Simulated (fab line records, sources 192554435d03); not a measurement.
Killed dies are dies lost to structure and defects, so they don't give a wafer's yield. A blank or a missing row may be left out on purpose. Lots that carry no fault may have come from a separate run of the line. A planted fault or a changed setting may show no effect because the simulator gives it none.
Chamber matching / flow n5Finfet / 3 sister chambers for N5_BEOL_M4_ILD_DEP_00 on pecvd-04
The step deposits SiOC from DEMS/O2, target thk 79 nm, time 15.3 s. 14 wafers are shown with their chamber, then 7 later ones without.

== WAFERS PAIRED WITH THEIR CHAMBERS ==
wafer=L077.3; chamber=0; throttleValvePct (%)=11.7; showerheadPlenumPTorr (Torr)=5.711; heaterPowerW (W)=507
wafer=L077.4; chamber=0; throttleValvePct (%)=11.6; showerheadPlenumPTorr (Torr)=5.687; heaterPowerW (W)=529
wafer=L077.6; chamber=1; throttleValvePct (%)=12.3; showerheadPlenumPTorr (Torr)=5.728; heaterPowerW (W)=468
wafer=L076.3; chamber=0; throttleValvePct (%)=11.9; showerheadPlenumPTorr (Torr)=5.704; heaterPowerW (W)=421
wafer=L076.4; chamber=2; throttleValvePct (%)=10.8; showerheadPlenumPTorr (Torr)=5.689; heaterPowerW (W)=358
wafer=L076.6; chamber=1; throttleValvePct (%)=12.0; showerheadPlenumPTorr (Torr)=5.728; heaterPowerW (W)=398
wafer=L079.3; chamber=2; throttleValvePct (%)=10.6; showerheadPlenumPTorr (Torr)=5.684; heaterPowerW (W)=404
wafer=L079.4; chamber=2; throttleValvePct (%)=10.5; showerheadPlenumPTorr (Torr)=5.701; heaterPowerW (W)=413
wafer=L079.6; chamber=0; throttleValvePct (%)=11.7; showerheadPlenumPTorr (Torr)=5.683; heaterPowerW (W)=502
wafer=L084.1; chamber=2; throttleValvePct (%)=10.5; showerheadPlenumPTorr (Torr)=5.704; heaterPowerW (W)=393
wafer=L084.5; chamber=2; throttleValvePct (%)=10.5; showerheadPlenumPTorr (Torr)=5.702; heaterPowerW (W)=390
wafer=L084.6; chamber=0; throttleValvePct (%)=11.6; showerheadPlenumPTorr (Torr)=5.699; heaterPowerW (W)=451
wafer=L087.1; chamber=2; throttleValvePct (%)=10.9; showerheadPlenumPTorr (Torr)=5.690; heaterPowerW (W)=407
wafer=L087.2; chamber=0; throttleValvePct (%)=11.7; showerheadPlenumPTorr (Torr)=5.661; heaterPowerW (W)=419

SIGNATURES, as means of the wafers listed above
reading=throttleValvePct; chamber 0=11.700; chamber 1=12.150; chamber 2=10.633; scatter within a chamber=0.153
reading=showerheadPlenumPTorr; chamber 0=5.69083; chamber 1=5.72800; chamber 2=5.69500; scatter within a chamber=0.0134
reading=heaterPowerW; chamber 0=471.50; chamber 1=433.00; chamber 2=394.17; scatter within a chamber=37.7
Rule: for a wafer and a chamber, the distance is found by dividing, reading by reading, the gap between the wafer's reading and the chamber's mean by the reading's scatter, squaring, summing and taking the root. The wafer belongs to the nearest chamber; if the next one is less than 2 further off, it can't be placed. The scatter: take each reading less its chamber's mean, square it, sum over the shown wafers, divide by the number of wafers less the number of chambers, and take the root.

== WAFERS WHOSE CHAMBER IS MISSING ==
wafer=L087.6; throttleValvePct (%)=11.8; showerheadPlenumPTorr (Torr)=5.673; heaterPowerW (W)=432
wafer=L091.1; throttleValvePct (%)=12.2; showerheadPlenumPTorr (Torr)=5.689; heaterPowerW (W)=447
wafer=L091.3; throttleValvePct (%)=12.2; showerheadPlenumPTorr (Torr)=5.727; heaterPowerW (W)=474
wafer=L091.4; throttleValvePct (%)=10.6; showerheadPlenumPTorr (Torr)=5.701; heaterPowerW (W)=393
wafer=L097.4; throttleValvePct (%)=11.8; showerheadPlenumPTorr (Torr)=5.677; heaterPowerW (W)=505
wafer=L097.5; throttleValvePct (%)=11.0; showerheadPlenumPTorr (Torr)=5.699; heaterPowerW (W)=439
wafer=L097.6; throttleValvePct (%)=11.8; showerheadPlenumPTorr (Torr)=5.726; heaterPowerW (W)=462

== CHAMBER TAKEN BY EACH ==
wafer=L087.6; from the rows above=0; in truth=0
wafer=L091.1; from the rows above=can't be placed: 1 or 0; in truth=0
wafer=L091.3; from the rows above=1; in truth=1
wafer=L091.4; from the rows above=2; in truth=2
wafer=L097.4; from the rows above=0; in truth=0
wafer=L097.5; from the rows above=can't be placed: 2 or 0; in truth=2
wafer=L097.6; from the rows above=can't be placed: 1 or 0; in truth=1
Correctly placed: 4 of 7. These rows do not allow placing 3 (true chamber among the candidates in 3). 0 placed wrongly.
